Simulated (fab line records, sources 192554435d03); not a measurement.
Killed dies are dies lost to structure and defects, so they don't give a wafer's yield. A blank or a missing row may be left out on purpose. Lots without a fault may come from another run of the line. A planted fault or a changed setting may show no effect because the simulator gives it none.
fab line records | flow n5_finfet
record lots=5 wafers=12 last_day=17
route steps=1938 shown MOL_CONTACT_COAG@525 BEOL_M4@1111 PASSIVATION@1936
lots that met no fault: from a run of the same line without faults
start_h: hours from the record's first day to the start of the lot's first wafer shown | wait_h: hours since the lot's step before | " the same as in the row above | L1.1+2: a row that stands for several wafers | - no value, or no start given | * or withheld: withheld | < > ~ a bound
route shown NAME@n: a module of which the file shows steps, and the number in the route of the first | usual: mean/standard deviation of fault-free wafers | same: alike in all rows | chamber/n: place in a boat | sites: the reading at each site | _std_site: their standard deviation | _edge_site: outer sites' mean less inner sites' | radius_mm: how far each site lies from the wafer's centre | mask NAME#n: copy n | behind: the tool/chamber that last shaped the wafer | hold: why the lot was held/for how many hours/how that ended | device: the transistor (n, p or np) that didn't switch | end of line: the same wafers' tests at the end of the route | a step without rows: its recipe alone | killed: dies lost to structure and defects at the first sort, not the wafer's yield | map: a wafer's dies, x killed, . not, _ none there
set.NAME: the setting as run; set.NAME@STEP: as run at that earlier step | model.NAME: the simulator's own value behind a step, which no gauge read
lots at some steps of the route; a table a step, a row a wafer
services: from which hour (start_h, from the record's first day; less than 0 if before it) a tool's chamber was out of use, for how many hours, and why
## steps
# step N5_MOL_CONTACT_COAG_DEVELOP_07
# recipe develop_time_s=30 developer=TMAH resist=CAR-EUV rinse_liquid=surfactant_rinse dry=air_spin dev_temp_c=23
# step N5_MOL_CONTACT_COAG_DESCUM_13
# recipe chemistry=O2 time_s=7 source_power_w=50 bias_power_w=20 pressure_mtorr=20 rf_frequency_hz=2.712e+07 temp_c=40 resist=CAR-EUV o2_flow_sccm=225
# step N5_MOL_CONTACT_COAG_ETCH_59
# recipe chemistry=N2/H2 target=underlayer target_depth_a=130 mask_material=CAR-EUV time_s=10.4 ion_energy_ev=200 pressure_mtorr=30 source_w=840 bias_w=150 n2_flow_sccm=200 h2_flow_sccm=200 ends=cleared
# step N5_MOL_CONTACT_COAG_ETCH_105
# recipe chemistry=CF4 target=SiARC target_depth_a=156 mask_material=CAR-EUV time_s=26 ion_energy_ev=80 pressure_mtorr=40 source_w=545 bias_w=36 Ar_flow_sccm=100 cf4_flow_sccm=100 ends=cleared
# step N5_MOL_CONTACT_COAG_ETCH_106
# recipe chemistry=N2/H2 target=SOC target_depth_a=800 overetch_a=160 mask_material=SiARC temp_c=40 time_s=120 ion_energy_ev=200 pressure_mtorr=30 source_w=840 bias_w=150 n2_flow_sccm=200 h2_flow_sccm=200
# step N5_MOL_CONTACT_COAG_STRIP_107
# recipe chemistry=N2/H2 temp_c=40 n2_flow_sccm=200 h2_flow_sccm=200 rf_frequency_hz=6e+07
# step N5_MOL_CONTACT_COAG_STRIP_108
# recipe chemistry=N2/H2 temp_c=40 n2_flow_sccm=200 h2_flow_sccm=200 rf_frequency_hz=6e+07
# step N5_MOL_CONTACT_COAG_CONTACT_ETCH_14
# recipe chemistry=C4F6/O2 target=SiO2 target_depth_a=275 overetch_a=85 mask_material=SOC pressure_mtorr=30 source_w=370 bias_w=185 Ar_flow_sccm=300 C4F6_flow_sccm=16 O2_flow_sccm=10 time_s=20 ion_energy_ev=259.6
# step N5_MOL_CONTACT_COAG_STRIP_109
# recipe chemistry=C4F6/O2 resist=SiARC rf_frequency_hz=6e+07
# step N5_MOL_CONTACT_COAG_ETCH_15
# recipe chemistry=CH3F/O2 target=SiNx target_depth_a=70 mask_material=SOC stop_on=Si:P over_etch_frac=0.75 ion_energy_ev=120 pressure_mtorr=30 source_w=395 bias_w=73 Ar_flow_sccm=150 CH3F_flow_sccm=30 O2_flow_sccm=20
# usual chamber_pressure_mTorr=29.998/0.029 drypump_motor_current_A=5.9/0.52 oes_product_au=0.62/0.041 over_etch_frac=0.75/0 rf_vpp_V=299/5.1 showerhead_plenum_p_Torr=2.03/0.064 throttle_valve_pct=16.36/0.23
# columns lot.wafer tool chamber start_h wait_h chamber_pressure_mTorr drypump_motor_current_A oes_product_au over_etch_frac rf_hours_counter_h rf_vpp_V showerhead_plenum_p_Torr throttle_valve_pct model.SOC_of_MOL_CONTACT_COAG_COAT_103.thk_nm
L640.2 rie_diel-06 0 117.29 0.0 30.066 6.4 0.65 0.75 28 297 2.13 15.87 75.6
L640.4 " 2 " " 29.973 5.1 0.54 0.75 154 293 1.91 16.43 75.4
L640.6 " 0 " " 29.958 6.4 0.65 0.75 - 298 2.13 15.87 75.8
L650.1 rie_diel-06 0 174.63 0.0 29.990 6.4 0.52 1.6453 44 296 2.12 15.89 73.6
L650.5 " 0 " " 29.928 6.4 0.63 0.75 - 297 2.12 15.90 75.2
L652.1 rie_diel-06 1 192.35 0.0 29.976 5.7 0.53 1.6453 61 297 2.04 16.30 73.4
L652.5 " 1 " " 30.019 5.7 0.63 0.75 - 297 2.04 16.32 75.2
L655.4 rie_diel-06 2 203.20 0.0 29.964 5.1 0.44 1.6453 175 293 1.90 16.46 73.6
L655.5 " 1 " " 30.007 5.7 0.63 0.75 - 296 2.04 16.33 75.2
L656.1 rie_diel-01 0 207.40 0.0 29.991 5.2 0.60 0.75 93 301 2.03 16.11 75.2
L656.3 " 3 " " 29.991 5.5 0.59 0.75 105 301 2.01 16.55 75.2
L656.6 " 1 " " 30.065 6.0 0.62 0.75 - 291 1.95 16.72 75
# step N5_MOL_CONTACT_COAG_ETCH_110
# recipe chemistry=CF4/O2 target=Si target_depth_a=25 time_s=8 pressure_mtorr=100 source_w=200 bias_w=12 ion_energy_ev=60 Ar_flow_sccm=100 cf4_flow_sccm=100 O2_flow_sccm=10
# usual chamber_pressure_mTorr=100.01/0.094 drypump_motor_current_A=5.9/0.51 oes_product_au=0.84/0.058 rf_vpp_V=128.5/2.9 showerhead_plenum_p_Torr=2.26/0.069 throttle_valve_pct=10.69/0.21
# columns lot.wafer tool chamber start_h wait_h chamber_pressure_mTorr drypump_motor_current_A oes_product_au rf_hours_counter_h rf_vpp_V showerhead_plenum_p_Torr throttle_valve_pct model.SOC_of_MOL_CONTACT_COAG_COAT_103.thk_nm
L640.2 rie_diel-06 0 117.35 0.0 99.98 6.4 0.89 28 128.2 2.36 10.25 74
L640.4 " 2 " " 99.90 5.1 0.73 154 124.9 2.13 10.88 73.8
L640.6 " 0 " " 100.12 6.4 0.88 - 127.5 2.36 10.26 74.2
L650.1 rie_diel-06 0 174.69 0.0 99.96 6.4 0.86 44 126.6 2.36 10.30 72
L650.5 " 0 " " 99.92 6.4 0.87 - 126.2 2.36 10.29 73.6
L652.1 rie_diel-06 1 192.41 0.0 99.95 5.7 0.88 61 127.0 2.27 10.65 71.8
L652.5 " 1 " " 100.00 5.7 0.88 - 127.0 2.27 10.65 73.6
L655.4 rie_diel-06 2 203.26 0.0 100.03 5.1 0.72 175 124.4 2.12 10.95 72
L655.5 " 1 " " 100.18 5.7 0.87 - 126.5 2.27 10.64 73.6
L656.1 rie_diel-01 0 207.46 0.0 100.01 5.2 0.83 93 129.8 2.26 10.52 73.6
L656.3 " 3 " " 100.00 5.5 0.79 105 128.9 2.24 10.88 73.6
L656.6 " 1 " " 100.05 6.0 0.85 - 124.0 2.16 10.96 73.4
# step N5_MOL_CONTACT_COAG_STRIP_98
# recipe chemistry=N2/H2 power_w=500 temp_c=40 pressure_mtorr=50 rf_frequency_hz=6e+07 overash_fraction=0.3 bias_power_w=8 h2_frac=0.5 n2_flow_sccm=300 h2_flow_sccm=300
# step N5_BEOL_M4_RC_MEAS_101
# usual DIBL_N=37.2/1.8 DIBL_P=37.5/2.5 IOFF_N=0.17/0.038 IOFF_P=0.24/0.046 ION_N=681/13 ION_P=469/8.5 SS_N=71.7/0.6 SS_P=73.6/0.69 VT_N=249/3.4 VT_P=-248/3.6
# columns lot.wafer tool chamber start_h wait_h DIBL_N[mV/V] DIBL_P[mV/V] IOFF_N[nA/um] IOFF_P[nA/um] ION_N[uA/um] ION_P[uA/um] SS_N[mV/dec] SS_P[mV/dec] VT_N[mV] VT_P[mV]
L640.2 prober-02 0 189.67 0.2 38.6 38.9 0.19 0.28 686 481 71.9 74.2 245 -246
L640.4 " 0 " " 38.7 39.4 0.20 0.31 692 489 72.3 75.0 248 -241
L640.6 " 0 " " 36.0 35.3 0.14 0.22 688 480 71.5 73.6 249 -248
L650.1 prober-01 0 254.31 0.0 35.1 33.8 0.13 0.19 674 465 71.8 73.2 254 -252
L650.5 " 0 " " 38.2 37.9 0.19 0.25 691 473 72.3 74.2 249 -249
L652.1 prober-01 0 263.63 0.0 39.0 37.6 0.22 0.28 690 470 71.5 74.1 244 -247
L652.5 " 0 " " 38.8 37.7 0.21 0.29 691 474 71.3 74.2 245 -243
L655.4 prober-01 0 287.88 0.5 37.8 39.0 0.20 0.25 697 472 71.6 73.8 247 -251
L655.5 " 0 " " 41.4 42.5 0.28 0.32 705 476 72.7 74.9 240 -244
L656.1 prober-01 0 291.18 0.0 35.1 36.6 0.15 0.21 682 476 70.4 73.7 249 -248
L656.3 " 0 " " 38.3 40.5 0.20 0.26 691 470 72.0 74.6 247 -245
L656.6 " 0 " " 39.4 41.5 0.23 0.29 693 465 72.5 74.3 245 -247
# step N5_PASSIVATION_PROBE_49
# usual defect_limited_yield=91.2/1.4 killed_at_M0_to_M3=32/10 killed_at_M4_up=14/6.2 killed_at_contacts=12/6.3 killed_at_front_end=42/13 killed_at_other=4/3.4 killed_dies=104/17 killed_open=67/12 killed_short=34/8.1 sort_bin_4_leakage=0.02/0.13 sort_bin_5_function=5.2/0.93 sort_bin_6_memory=3.2/0.65 sort_n_pass=1075/16 sort_yield_pct=91.1/1.4
# same gross_dies=1180 killed_at_back_side=0 sort_bin_8_speed[%]=0
# columns lot.wafer tool chamber start_h wait_h defect_limited_yield[%] killed_at_M0_to_M3 killed_at_M4_up killed_at_contacts killed_at_front_end killed_at_other killed_dies killed_open killed_short sort_bin_4_leakage[%] sort_bin_5_function[%] sort_bin_6_memory[%] sort_n_pass sort_yield_pct[%]
L640.2 prober-02 - 292.82 0.1 91.1 28 25 23 25 4 105 70 34 0 5.8 3.0 1075 91.1
L640.4 prober-02 - 292.92 0.2 88.7 61 12 13 42 5 133 83 48 0 7.3 3.6 1047 88.7
L640.6 prober-02 - 293.02 0.3 89.6 52 17 22 29 3 123 83 38 0 6.0 4.1 1057 89.6
L652.1 prober-02 - 372.01 0.0 90.4 26 8 15 56 8 113 78 34 0 5.9 3.4 1067 90.4
L652.5 prober-02 - 372.21 0.2 91.0 31 18 14 33 10 106 77 27 0 4.6 4.0 1074 91.0
L656.1 prober-01 - 400.35 0.0 91.4 30 15 8 47 2 102 44 51 0 4.1 3.4 1078 91.4
L656.3 prober-01 - 400.45 0.1 88.8 29 9 17 65 12 132 63 62 0 6.3 3.6 1048 88.8
L656.6 prober-01 - 400.60 0.3 91.2 24 10 12 57 1 104 67 33 0 4.8 3.4 1076 91.2
# killed by level:class
L640.2 MOL_CONTACT_COAG:geometric_particle:open=19 BEOL_M0_SAQP:geometric_particle:short=11 BEOL_M4:geometric_particle:open=11 BEOL_M0_SAQP:geometric_particle:open=8 FIN_SAQP:geometric_particle:short=6 FIN_SAQP:geometric_particle:open=4 STI_FIN_REVEAL:geometric_particle:open=4 MOL_CONTACT_COAG:geometric_particle:short=4
L640.4 BEOL_M0_SAQP:geometric_particle:short=17 BEOL_M0_SAQP:geometric_particle:open=14 MOL_CONTACT_COAG:geometric_particle:open=11 FIN_SAQP:geometric_particle:short=9 BEOL_M2:geometric_particle:open=9 BEOL_M1:geometric_particle:open=8 FIN_SAQP:geometric_particle:open=7 DUMMY_GATE:geometric_particle:open=5
L640.6 BEOL_M0_SAQP:geometric_particle:open=20 MOL_CONTACT_COAG:geometric_particle:open=20 BEOL_M0_SAQP:geometric_particle:short=18 FIN_SAQP:geometric_particle:short=9 BEOL_M1:geometric_particle:open=6 BEOL_M4:geometric_particle:open=6 FIN_SAQP:geometric_particle:open=5 DUMMY_GATE:geometric_particle:open=5
L652.1 STI_FIN_REVEAL:geometric_particle:open=12 MOL_CONTACT_COAG:geometric_particle:open=12 BEOL_M3:geometric_particle:open=10 FIN_SAQP:geometric_particle:short=8 DUMMY_GATE:geometric_particle:open=7 FIN_SAQP:geometric_particle:open=6 BEOL_M0_SAQP:geometric_particle:short=4 BEOL_M1:geometric_particle:open=4
L652.5 BEOL_M3:geometric_particle:open=14 MOL_CONTACT_COAG:geometric_particle:open=12 STI_FIN_REVEAL:geometric_particle:open=10 DUMMY_GATE:geometric_particle:open=8 BEOL_M4:geometric_particle:open=5 BEOL_M7:geometric_particle:open=5 BEOL_M0_SAQP:geometric_particle:open=4 FIN_SAQP:geometric_particle:open=3
L656.1 FIN_SAQP:geometric_particle:short=20 BEOL_M3:geometric_particle:open=9 BEOL_M4:geometric_particle:open=6 DUMMY_GATE:geometric_particle:open=5 GATE_CUT:geometric_particle:short=5 BEOL_M0_SAQP:geometric_particle:short=5 BEOL_M2:geometric_particle:open=5 MOL_CONTACT_COAG:geometric_particle:short=4
L656.3 FIN_SAQP:geometric_particle:short=21 MOL_CONTACT_COAG:geometric_particle:open=14 FIN_SAQP:geometric_particle:open=9 BEOL_M0_SAQP:geometric_particle:short=7 GATE_CUT:geometric_particle:short=6 HKMG_FIN:area_etch=6 GATE_CUT:geometric_particle:open=5 BEOL_M1:geometric_particle:open=5
L656.6 FIN_SAQP:geometric_particle:open=12 FIN_SAQP:geometric_particle:short=11 MOL_CONTACT_COAG:geometric_particle:open=11 STI_FIN_REVEAL:geometric_particle:open=7 DUMMY_GATE:geometric_particle:open=7 BEOL_M3:geometric_particle:open=7 BEOL_M1:geometric_particle:open=5 BEOL_M4:geometric_particle:open=5
## services
# columns tool chamber start_h hours kind
rie_diel-06 - 128.22 14.6 pm
rie_diel-06 - 142.82 4.3 pm
rie_diel-06 - 182.72 0.3 repair
## key
first_sign step=N5_MOL_CONTACT_COAG_ETCH_15 reading=over_etch_frac direction=up sigmas=99+ usual=0.75 struck=1.6453
effect step=N5_MOL_CONTACT_COAG_ETCH_15 reading=oes_product_au direction=down sigmas=2.9 usual=0.62 struck=0.50
model_effect step=N5_MOL_CONTACT_COAG_ETCH_15 value=SOC_of_MOL_CONTACT_COAG_COAT_103.thk_nm without=75.2 struck=73.53
model_effect step=N5_MOL_CONTACT_COAG_ETCH_110 value=SOC_of_MOL_CONTACT_COAG_COAT_103.thk_nm without=73.67 struck=71.93
met_at N5_MOL_CONTACT_COAG_ETCH_15
struck_wafers L650.1,L652.1,L655.4
onset_between 117.29 174.63
fault kind=process_parameter_drift tool=rie_diel-06 chamber=- onset_h=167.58 steps=N5_MOL_CONTACT_COAG_ETCH_15 channel=over_etch_frac offset=0.89532 shape=step end_h=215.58 scope=struck_wafers_only acts_in=these_recipes_only stated=0.75
